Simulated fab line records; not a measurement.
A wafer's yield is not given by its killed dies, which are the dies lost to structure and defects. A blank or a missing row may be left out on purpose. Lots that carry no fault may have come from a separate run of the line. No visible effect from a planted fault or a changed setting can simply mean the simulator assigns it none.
Chamber matching | flow n5 finfet | rie diel-04 running N5_HKMG_FIN_STRIP_92: 4 sister chambers
The step strips SOC in N2/H2, time 20 s. 4 wafers are shown with their chamber, then 10 later ones without.

WAFERS PAIRED WITH THEIR CHAMBERS
wafer  | chamber | drypump motor current A (A)
L084.2 | 1       | 5.5
L084.3 | 3       | 5.5
L085.2 | 0       | 6.2
L085.3 | 2       | 5.2

WAFERS WHOSE CHAMBER IS MISSING
wafer  | drypump motor current A (A)
L085.4 | 5.5
L089.3 | 5.1
L089.5 | 5.5
L089.6 | 5.1
L090.2 | 5.2
L090.5 | 5.5
L090.6 | 5.1
L093.3 | 5.1
L093.4 | 5.5
L093.6 | 5.4

CHAMBER TAKEN BY EACH
wafer  | from the rows above          | in truth
L085.4 | can't be placed: 1 or 3      | 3
L089.3 | 2                            | 2
L089.5 | can't be placed: 1 or 3      | 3
L089.6 | 2                            | 2
L090.2 | 2                            | 2
L090.5 | can't be placed: 1 or 3      | 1
L090.6 | 2                            | 2
L093.3 | 2                            | 2
L093.4 | can't be placed: 1 or 3      | 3
L093.6 | can't be placed: 1 or 3 or 2 | 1
Correct placement for 5 of the 10. Can't be placed from these rows: 5 (the true chamber is among the candidates in 5). Number placed wrongly: 0.
How it was worked out, from the rows above alone: a wafer's distance from a chamber is the root of the sum, over the readings, of the square of ((its reading less the chamber's mean) divided by the reading's scatter). The wafer belongs to the nearest chamber; if the next one is less than 2 further off, it can't be placed. Each chamber's mean is taken over the wafers shown for it. The scatter (one wafer shown for each chamber): square how far every hidden wafer sits from the nearest shown wafer, average those squares and take the square root.
